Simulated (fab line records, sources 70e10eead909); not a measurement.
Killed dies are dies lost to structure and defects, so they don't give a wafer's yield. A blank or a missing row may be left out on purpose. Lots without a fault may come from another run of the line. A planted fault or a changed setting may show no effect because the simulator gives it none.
Which tool did it? | flow nand_harc | 24 lots, 72 wafers sampled, at 6 steps of a route of 1302

WHAT THE GAUGES READ, wafer by wafer
The record holds no reading of a measuring or inspecting step that can be judged against a usual standard deviation.

WHICH TOOL RAN EACH LOT (tool, then ch and the chambers of the sampled wafers, then the start)
lot  | NHARC_P_ZERO_WELL_ETCH_62                     | NHARC_P_GATE_HM_OPEN_105                      | NHARC_P_GATE_RTA_82              | NHARC_P_CONTACT_ALD_22              | NHARC_P_M0_ETCH_15                            | NHARC_P_M0_DEP_32
L074 | rie_diel-04 ch 0,1,3, day 5 19:07 or earlier  | rie_diel-13 ch 1,2,3, day 5 19:07 or earlier  | rtp_anneal-01 ch 0, day 5 19:07  | ald_metal-01 ch 0,1,2, day 5 22:56  | rie_diel-11 ch 0,1,2, day 6 03:49 or earlier  | pecvd-03 ch 0,1,2, day 6 03:49
L075 | rie_diel-04 ch 1,2,3, day 6 03:35 or earlier  | rie_diel-13 ch 0,1,3, day 6 03:35 or earlier  | rtp_anneal-01 ch 0, day 6 03:35  | ald_metal-01 ch 2,3, day 6 07:17    | rie_diel-11 ch 0,2, day 6 12:23 or earlier    | pecvd-03 ch 1,2, day 6 12:23
L076 | rie_diel-04 ch 2,3, day 6 16:25 or earlier    | rie_diel-01 ch 0,3, day 6 16:25 or earlier    | rtp_anneal-01 ch 0, day 6 16:25  | ald_metal-02 ch 0,1,2, day 6 20:17  | rie_diel-11 ch 2,3, day 7 01:14 or earlier    | pecvd-03 ch 0,1,2, day 7 01:14
L077 | rie_diel-03 ch 0,3, day 7 07:33 or earlier    | rie_diel-07 ch 0,1,3, day 7 07:33 or earlier  | rtp_anneal-01 ch 0, day 7 07:33  | ald_metal-01 ch 0,2, day 7 11:20    | rie_diel-10 ch 1,2,3, day 7 16:20 or earlier  | pecvd-03 ch 0,1,2, day 7 16:20
L078 | rie_diel-03 ch 0,3, day 7 07:52 or earlier    | rie_diel-07 ch 1,2, day 7 07:52 or earlier    | rtp_anneal-01 ch 0, day 7 07:52  | ald_metal-02 ch 0,3, day 7 11:40    | rie_diel-03 ch 0,3, day 7 16:43 or earlier    | pecvd-01 ch 0,1,2, day 7 16:43
L079 | rie_diel-03 ch 0,1, day 7 16:55 or earlier    | rie_diel-07 ch 1,2, day 7 16:55 or earlier    | rtp_anneal-01 ch 0, day 7 16:55  | ald_metal-04 ch 0,1,2, day 7 21:08  | rie_diel-03 ch 0,1, day 8 02:04 or earlier    | pecvd-03 ch 0,1, day 8 02:04
L080 | rie_diel-10 ch 0,1,2, day 8 09:35 or earlier  | rie_diel-07 ch 0,1, day 8 09:35 or earlier    | rtp_anneal-02 ch 0, day 8 09:35  | ald_metal-01 ch 1,2,3, day 8 13:17  | rie_diel-11 ch 0,3, day 8 18:48 or earlier    | pecvd-01 ch 0,2, day 8 18:48
L081 | rie_diel-10 ch 0,1,2, day 8 14:37 or earlier  | rie_diel-01 ch 0,1,3, day 8 14:37 or earlier  | rtp_anneal-01 ch 0, day 8 14:37  | ald_metal-01 ch 0,1,3, day 8 18:25  | rie_diel-11 ch 0,1,2, day 8 23:18 or earlier  | pecvd-02 ch 0,1,2, day 8 23:18
L082 | rie_diel-03 ch 0,2,3, day 9 09:26 or earlier  | rie_diel-01 ch 0,2,3, day 9 09:26 or earlier  | rtp_anneal-01 ch 0, day 9 09:26  | ald_metal-02 ch 0,1,3, day 9 13:40  | rie_diel-03 ch 1,3, day 9 21:10 or earlier    | pecvd-02 ch 0,1,2, day 9 21:10
L083 | rie_diel-04 ch 1,2,3, day 9 14:10 or earlier  | rie_diel-01 ch 0,1,3, day 9 14:10 or earlier  | rtp_anneal-02 ch 0, day 9 14:10  | ald_metal-04 ch 0,2,3, day 9 20:18  | rie_diel-03 ch 0,2,3, day 10 01:23 or earlier | pecvd-02 ch 0,1, day 10 01:23
L084 | rie_diel-03 ch 0,1,3, day 9 20:33 or earlier  | rie_diel-13 ch 0,2, day 9 20:33 or earlier    | rtp_anneal-01 ch 0, day 9 20:33  | ald_metal-02 ch 0,1,3, day 10 00:13 | rie_diel-03 ch 1,3, day 10 05:06 or earlier   | pecvd-01 ch 0,1,2, day 10 05:06
L085 | rie_diel-04 ch 1,3, day 10 08:16 or earlier   | rie_diel-13 ch 2,3, day 10 08:16 or earlier   | rtp_anneal-02 ch 0, day 10 08:16 | ald_metal-01 ch 1,2,3, day 10 12:04 | rie_diel-10 ch 0,1,3, day 10 17:50 or earlier | pecvd-01 ch 0,1, day 10 17:50
L086 | rie_diel-04 ch 2,3, day 10 14:10 or earlier   | rie_diel-07 ch 0,3, day 10 14:10 or earlier   | rtp_anneal-02 ch 0, day 10 14:10 | ald_metal-02 ch 0,1,2, day 10 18:16 | rie_diel-03 ch 0,2,3, day 10 23:43 or earlier | pecvd-03 ch 0,1,2, day 10 23:43
L087 | rie_diel-04 ch 0,2,3, day 11 01:07 or earlier | rie_diel-01 ch 0,1,2, day 11 01:07 or earlier | rtp_anneal-02 ch 0, day 11 01:07 | ald_metal-04 ch 0,2,3, day 11 04:56 | rie_diel-03 ch 0,1,2, day 11 10:19 or earlier | pecvd-03 ch 0,1,2, day 11 10:19
L088 | rie_diel-10 ch 0,1,2, day 11 22:37 or earlier | rie_diel-01 ch 0,2, day 11 22:37 or earlier   | rtp_anneal-02 ch 0, day 11 22:37 | ald_metal-01 ch 0,2, day 12 02:26   | rie_diel-03 ch 0,3, day 12 07:22 or earlier   | pecvd-02 ch 0,1, day 12 07:22
L089 | rie_diel-10 ch 0,2, day 11 21:57 or earlier   | rie_diel-13 ch 0,2, day 11 21:57 or earlier   | rtp_anneal-02 ch 0, day 11 21:57 | ald_metal-02 ch 0,1,2, day 12 01:48 | rie_diel-03 ch 1,3, day 12 06:41 or earlier   | pecvd-03 ch 0,2, day 12 06:41
L090 | rie_diel-03 ch 0,3, day 12 12:30 or earlier   | rie_diel-13 ch 1,2,3, day 12 12:30 or earlier | rtp_anneal-01 ch 0, day 12 12:30 | ald_metal-02 ch 0,2, day 12 16:08   | rie_diel-11 ch 0,2, day 12 21:11 or earlier   | pecvd-03 ch 1,2, day 12 21:11
L091 | rie_diel-03 ch 2,3, day 12 16:08 or earlier   | rie_diel-07 ch 0,1, day 12 16:08 or earlier   | rtp_anneal-01 ch 0, day 12 16:08 | ald_metal-04 ch 0,1,2, day 12 19:56 | rie_diel-10 ch 0,1, day 13 01:07 or earlier   | pecvd-03 ch 1,2, day 13 01:07
L092 | rie_diel-04 ch 0,1,3, day 13 12:04 or earlier | rie_diel-07 ch 0,1, day 13 12:04 or earlier   | rtp_anneal-02 ch 0, day 13 12:04 | ald_metal-01 ch 2,3, day 13 15:58   | rie_diel-11 ch 0,1,3, day 13 21:03 or earlier | pecvd-01 ch 0,2, day 13 21:03
L093 | rie_diel-03 ch 1,2, day 13 16:46 or earlier   | rie_diel-13 ch 0,2,3, day 13 16:46 or earlier | rtp_anneal-01 ch 0, day 13 16:46 | ald_metal-04 ch 0,2,3, day 13 20:28 | rie_diel-10 ch 2,3, day 14 01:26 or earlier   | pecvd-02 ch 0,1,2, day 14 01:26
L094 | rie_diel-10 ch 0,2,3, day 14 05:38 or earlier | rie_diel-01 ch 0,1,3, day 14 05:38 or earlier | rtp_anneal-02 ch 0, day 14 05:38 | ald_metal-02 ch 0,2,3, day 14 09:44 | rie_diel-11 ch 1,2,3, day 14 14:50 or earlier | pecvd-03 ch 0,1,2, day 14 14:50
L095 | rie_diel-04 ch 1,2, day 14 07:47 or earlier   | rie_diel-13 ch 0,2,3, day 14 07:47 or earlier | rtp_anneal-02 ch 0, day 14 07:47 | ald_metal-01 ch 0,1,3, day 14 11:36 | rie_diel-10 ch 2,3, day 14 16:36 or earlier   | pecvd-03 ch 0,1,2, day 14 16:36
L096 | rie_diel-04 ch 0,3, day 15 00:27 or earlier   | rie_diel-13 ch 0,2,3, day 15 00:27 or earlier | rtp_anneal-02 ch 0, day 15 00:27 | ald_metal-01 ch 1,2,3, day 15 04:09 | rie_diel-11 ch 1,2,3, day 15 09:17 or earlier | pecvd-01 ch 0,1,2, day 15 09:17
L097 | rie_diel-10 ch 0,1,3, day 15 17:39 or earlier | rie_diel-07 ch 0,1,2, day 15 17:39 or earlier | rtp_anneal-01 ch 0, day 15 17:39 | ald_metal-02 ch 0,2,3, day 15 21:23 | rie_diel-03 ch 0,1,3, day 16 02:23 or earlier | pecvd-03 ch 0,2, day 16 02:23
- NHARC_P_ZERO_WELL_ETCH_62: etches the open film in CHF3/Ar, target depth 13 nm, time 6.5 s.
- NHARC_P_GATE_HM_OPEN_105: chemistry O2/COS, target depth 360 nm.
- NHARC_P_GATE_RTA_82: time 30 s.
- NHARC_P_CONTACT_ALD_22: deposits TiN, target thk 3 nm, pulse time 1 s, ald cycles 150.
- NHARC_P_M0_ETCH_15: etches the open film in C4F8/Ar, target depth 150 nm, overetch 15 nm, time 82.5 s.
- NHARC_P_M0_DEP_32: deposits SiCN, target thk 30 nm.

WHAT THE TOOLS THEMSELVES READ (means of the sampled wafers that have a number; where no wafer has one, the mark that the record gives instead)
NHARC_P_ZERO_WELL_ETCH_62. Usual: drypump_motor_current_A 5.9 A, standard deviation 0.45; oes_product_au 0.961 a.u., standard deviation 0.016; rf_vpp_V 370.1 V, standard deviation 2.3; showerhead_plenum_p_Torr 2.32 Torr, standard deviation 0.099; throttle_valve_pct 20.217 %, standard deviation 0.0085.
lot  | tool        | drypump_motor_current_A (A) | oes_product_au (a.u.) | rf_vpp_V (V) | showerhead_plenum_p_Torr (Torr) | throttle_valve_pct (%) | flag
L074 | rie_diel-04 | 5.8                         | 0.967                 | 370.8        | 2.32                            | 20.220                 |
L075 | rie_diel-04 | 6.0                         | 0.966                 | 369.8        | 2.30                            | 20.213                 |
L076 | rie_diel-04 | 5.8                         | 0.966                 | 368.1        | 2.26                            | 20.217                 |
L077 | rie_diel-03 | 6.1                         | 0.972                 | 370.4        | 2.37                            | 20.210                 |
L078 | rie_diel-03 | 6.1                         | 0.918                 | 369.0        | 2.28                            | 20.221                 |
L079 | rie_diel-03 | 5.8                         | 0.969                 | 367.1        | 2.19                            | 20.212                 |
L080 | rie_diel-10 | 6.0                         | 0.971                 | 371.3        | 2.40                            | 20.213                 |
L081 | rie_diel-10 | 6.0                         | 0.954                 | 372.4        | 2.40                            | 20.223                 |
L082 | rie_diel-03 | 6.4                         | 0.957                 | 370.0        | 2.36                            | 20.208                 |
L083 | rie_diel-04 | 6.0                         | 0.969                 | 368.8        | 2.29                            | 20.216                 |
L084 | rie_diel-03 | 5.8                         | 0.974                 | 368.9        | 2.28                            | 20.214                 |
L085 | rie_diel-04 | 6.2                         | 0.961                 | 370.0        | 2.33                            | 20.225                 |
L086 | rie_diel-04 | 5.9                         | 0.968                 | 368.3        | 2.25                            | 20.219                 |
L087 | rie_diel-04 | 5.7                         | 0.973                 | 369.5        | 2.27                            | 20.219                 |
L088 | rie_diel-10 | 6.0                         | 0.976                 | 372.0        | 2.39                            | 20.212                 |
L089 | rie_diel-10 | 6.2                         | 0.974                 | 369.5        | 2.31                            | 20.221                 |
L090 | rie_diel-03 | 6.0                         | 0.947                 | 371.6        | 2.35                            | 20.210                 |
L091 | rie_diel-03 | 6.6                         | 0.974                 | 372.8        | 2.43                            | 20.223                 |
L092 | rie_diel-04 | 5.8                         | 0.967                 | 368.8        | 2.30                            | 20.218                 |
L093 | rie_diel-03 | 5.8                         | 0.936                 | 368.6        | 2.26                            | 20.215                 |
L094 | rie_diel-10 | 5.9                         | 0.935                 | 369.3        | 2.34                            | 20.217                 |
L095 | rie_diel-04 | 6.1                         | 0.966                 | 370.7        | 2.28                            | 20.221                 |
L096 | rie_diel-04 | 5.5                         | 0.976                 | 369.1        | 2.28                            | 20.214                 |
L097 | rie_diel-10 | 5.7                         | 0.939                 | 371.3        | 2.42                            | 20.211                 |

NHARC_P_GATE_HM_OPEN_105. Usual: drypump_motor_current_A 5.9 A, standard deviation 0.46; o2_flow_sccm 400.0 sccm, standard deviation 1.3; oes_product_au 1.001 a.u., standard deviation 0.007; rf_vpp_V 467.5 V, standard deviation 2.4; showerhead_plenum_p_Torr 3.14 Torr, standard deviation 0.11; throttle_valve_pct 28.331 %, standard deviation 0.009.
lot  | tool        | drypump_motor_current_A (A) | o2_flow_sccm (sccm) | oes_product_au (a.u.) | rf_vpp_V (V) | showerhead_plenum_p_Torr (Torr) | throttle_valve_pct (%) | flag
L074 | rie_diel-13 | 6.1                         | 400.8               | 1.001                 | 468.5        | 3.18                            | 28.328                 |
L075 | rie_diel-13 | 6.2                         | 401.2               | 1.000                 | 467.1        | 3.15                            | 28.337                 |
L076 | rie_diel-01 | 6.0                         | 400.1               | 0.992                 | 468.2        | 3.20                            | 28.326                 |
L077 | rie_diel-07 | 5.8                         | 400.0               | 0.998                 | 465.8        | 3.07                            | 28.330                 |
L078 | rie_diel-07 | 6.0                         | 399.0               | 1.009                 | 469.9        | 3.23                            | 28.337                 |
L079 | rie_diel-07 | 6.0                         | 401.4               | 1.010                 | 469.7        | 3.22                            | 28.323                 |
L080 | rie_diel-07 | 6.1                         | 399.1               | 0.991                 | 465.4        | 3.02                            | 28.325                 |
L081 | rie_diel-01 | 5.9                         | 398.9               | 0.998                 | 468.7        | 3.18                            | 28.322                 |
L082 | rie_diel-01 | 5.7                         | 400.5               | 0.993                 | 468.2        | 3.16                            | 28.332                 |
L083 | rie_diel-01 | 5.9                         | 399.9               | 0.997                 | 467.6        | 3.18                            | 28.335                 |
L084 | rie_diel-13 | 5.7                         | 399.1               | 1.000                 | 464.5        | 2.99                            | 28.337                 |
L085 | rie_diel-13 | 5.9                         | 399.5               | 1.003                 | 469.3        | 3.19                            | 28.343                 |
L086 | rie_diel-07 | 5.4                         | 399.9               | 1.004                 | 466.8        | 3.11                            | 28.324                 |
L087 | rie_diel-01 | 5.6                         | 399.4               | 1.006                 | 467.1        | 3.13                            | 28.325                 |
L088 | rie_diel-01 | 5.4                         | 400.2               | 0.990                 | 467.4        | 3.11                            | 28.340                 |
L089 | rie_diel-13 | 5.7                         | 400.2               | 0.996                 | 464.4        | 3.02                            | 28.328                 |
L090 | rie_diel-13 | 6.1                         | 399.3               | 1.001                 | 468.6        | 3.18                            | 28.332                 |
L091 | rie_diel-07 | 6.1                         | 401.1               | 0.999                 | 465.1        | 3.02                            | 28.332                 |
L092 | rie_diel-07 | 5.8                         | 400.2               | 1.000                 | 464.6        | 3.00                            | 28.326                 |
L093 | rie_diel-13 | 5.8                         | 398.8               | 0.999                 | 467.0        | 3.08                            | 28.340                 |
L094 | rie_diel-01 | 5.9                         | 399.8               | 1.006                 | 468.2        | 3.17                            | 28.330                 |
L095 | rie_diel-13 | 5.8                         | 400.0               | 1.001                 | 465.7        | 3.08                            | 28.330                 |
L096 | rie_diel-13 | 5.8                         | 399.6               | 1.003                 | 466.7        | 3.08                            | 28.326                 |
L097 | rie_diel-07 | 5.9                         | 400.0               | 1.003                 | 468.0        | 3.11                            | 28.333                 |

NHARC_P_GATE_RTA_82. Usual: lamp_power_pct 4.0 %, standard deviation 0.58; lamp_zone_6_pct 3.9 %, standard deviation 0.57; wafer_temp_C_max 451.9, standard deviation 0.38.
lot  | tool          | lamp_power_pct (%) | lamp_zone_6_pct (%) | wafer_temp_C_max | flag
L074 | rtp_anneal-01 | 3.4                | 3.4                 | 451.8            |
L075 | rtp_anneal-01 | 3.4                | 3.4                 | 451.6            |
L076 | rtp_anneal-01 | 3.4                | 3.4                 | 451.6            |
L077 | rtp_anneal-01 | 3.4                | 3.4                 | 451.7            |
L078 | rtp_anneal-01 | 3.4                | 3.4                 | 451.9            |
L079 | rtp_anneal-01 | 3.4                | 3.4                 | 451.9            |
L080 | rtp_anneal-02 | 4.6                | 4.5                 | 451.9            |
L081 | rtp_anneal-01 | 3.4                | 3.4                 | 451.8            |
L082 | rtp_anneal-01 | 3.4                | 3.4                 | 451.7            |
L083 | rtp_anneal-02 | 4.6                | 4.5                 | 451.5            |
L084 | rtp_anneal-01 | 3.4                | 3.4                 | 451.9            |
L085 | rtp_anneal-02 | 4.6                | 4.5                 | 451.6            |
L086 | rtp_anneal-02 | 4.6                | 4.5                 | 451.7            |
L087 | rtp_anneal-02 | 4.6                | 4.5                 | 451.7            |
L088 | rtp_anneal-02 | 4.6                | 4.5                 | 452.2            |
L089 | rtp_anneal-02 | 4.6                | 4.5                 | 451.9            |
L090 | rtp_anneal-01 | 3.4                | 3.4                 | 452.2            |
L091 | rtp_anneal-01 | 3.4                | 3.4                 | 452.0            |
L092 | rtp_anneal-02 | 4.6                | 4.5                 | 451.9            |
L093 | rtp_anneal-01 | 3.4                | 3.4                 | 452.1            |
L094 | rtp_anneal-02 | 4.6                | 4.5                 | 452.3            |
L095 | rtp_anneal-02 | 4.6                | 4.5                 | 452.0            |
L096 | rtp_anneal-02 | 4.6                | 4.5                 | 451.7            |
L097 | rtp_anneal-01 | 3.4                | 3.4                 | 452.0            |

NHARC_P_CONTACT_ALD_22. Usual: heater_power_w 1043 W, standard deviation 130; precursor_pulse_height_rel 1.000, standard deviation 0.021.
lot  | tool         | heater_power_w (W) | precursor_pulse_height_rel | flag
L074 | ald_metal-01 | 992                | 1.021                      |
L075 | ald_metal-01 | 987                | 0.986                      |
L076 | ald_metal-02 | 1022               | 1.003                      |
L077 | ald_metal-01 | 968                | 0.987                      |
L078 | ald_metal-02 | 1002               | 0.994                      |
L079 | ald_metal-04 | 1180               | 0.999                      |
L080 | ald_metal-01 | 1018               | 0.987                      |
L081 | ald_metal-01 | 1022               | 1.001                      |
L082 | ald_metal-02 | 1012               | 0.999                      |
L083 | ald_metal-04 | 1082               | 1.004                      |
L084 | ald_metal-02 | 1017               | 1.003                      |
L085 | ald_metal-01 | 1021               | 0.987                      |
L086 | ald_metal-02 | 1013               | 0.995                      |
L087 | ald_metal-04 | 1086               | 0.979                      |
L088 | ald_metal-01 | 964                | 1.003                      |
L089 | ald_metal-02 | 1047               | 1.007                      |
L090 | ald_metal-02 | 1087               | 1.005                      |
L091 | ald_metal-04 | 1207               | 1.011                      |
L092 | ald_metal-01 | 980                | 0.986                      |
L093 | ald_metal-04 | 1074               | 0.991                      |
L094 | ald_metal-02 | 1043               | 0.983                      |
L095 | ald_metal-01 | 1023               | 1.011                      |
L096 | ald_metal-01 | 1020               | 1.007                      |
L097 | ald_metal-02 | 1036               | 0.964                      |

NHARC_P_M0_ETCH_15. Usual: oes_product_au 0.955 a.u., standard deviation 0.019; rf_vpp_V 441 V, standard deviation 3.
lot  | tool        | oes_product_au (a.u.) | rf_vpp_V (V) | flag
L074 | rie_diel-11 | 0.961                 | 441          |
L075 | rie_diel-11 | 0.975                 | 440          |
L076 | rie_diel-11 | 0.975                 | 443          |
L077 | rie_diel-10 | 0.963                 | 443          |
L078 | rie_diel-03 | 0.970                 | 439          |
L079 | rie_diel-03 | 0.968                 | 437          |
L080 | rie_diel-11 | 0.961                 | 443          |
L081 | rie_diel-11 | 0.955                 | 441          |
L082 | rie_diel-03 | 0.972                 | 438          |
L083 | rie_diel-03 | 0.948                 | 440          |
L084 | rie_diel-03 | 0.927                 | 441          |
L085 | rie_diel-10 | 0.967                 | 443          |
L086 | rie_diel-03 | 0.930                 | 441          |
L087 | rie_diel-03 | 0.924                 | 439          |
L088 | rie_diel-03 | 0.928                 | 442          |
L089 | rie_diel-03 | 0.923                 | 441          |
L090 | rie_diel-11 | 0.971                 | 439          |
L091 | rie_diel-10 | 0.943                 | 442          |
L092 | rie_diel-11 | 0.960                 | 442          |
L093 | rie_diel-10 | 0.983                 | 441          |
L094 | rie_diel-11 | 0.968                 | 442          |
L095 | rie_diel-10 | 0.939                 | 440          |
L096 | rie_diel-11 | 0.971                 | 442          |
L097 | rie_diel-03 | 0.971                 | 444          |

NHARC_P_M0_DEP_32. Usual: heater_power_w 607 W, standard deviation 95.
lot  | tool     | heater_power_w (W) | flag
L074 | pecvd-03 | 665                |
L075 | pecvd-03 | 711                |
L076 | pecvd-03 | 632                |
L077 | pecvd-03 | 622                |
L078 | pecvd-01 | 526                |
L079 | pecvd-03 | 672                |
L080 | pecvd-01 | 525                |
L081 | pecvd-02 | 598                |
L082 | pecvd-02 | 558                |
L083 | pecvd-02 | 633                |
L084 | pecvd-01 | 546                |
L085 | pecvd-01 | 532                |
L086 | pecvd-03 | 669                |
L087 | pecvd-03 | 706                |
L088 | pecvd-02 | 650                |
L089 | pecvd-03 | 671                |
L090 | pecvd-03 | 584                |
L091 | pecvd-03 | 615                |
L092 | pecvd-01 | 480                |
L093 | pecvd-02 | 623                |
L094 | pecvd-03 | 658                |
L095 | pecvd-03 | 612                |
L096 | pecvd-01 | 534                |
L097 | pecvd-03 | 674                |

THE ANSWER, worked out from the rows above alone
Rule: a lot is off if the mean of its wafers that have a number lies more than 3 standard deviations from the usual mean. A lot without any number at a reading at which 4 lots or more have one is off too. The other lots that the step has rows for count as sound. The gauges are gone through in route order, then the tools' own readings, and for those a lot's mean is taken as printed above. The first step at which some lot is off is used, and at that step the reading that is off furthest; a lot without a number counts as furthest.
No lot is off at any reading shown: from this, nothing can be told.

WHAT THE SIMULATOR HAD PUT IN
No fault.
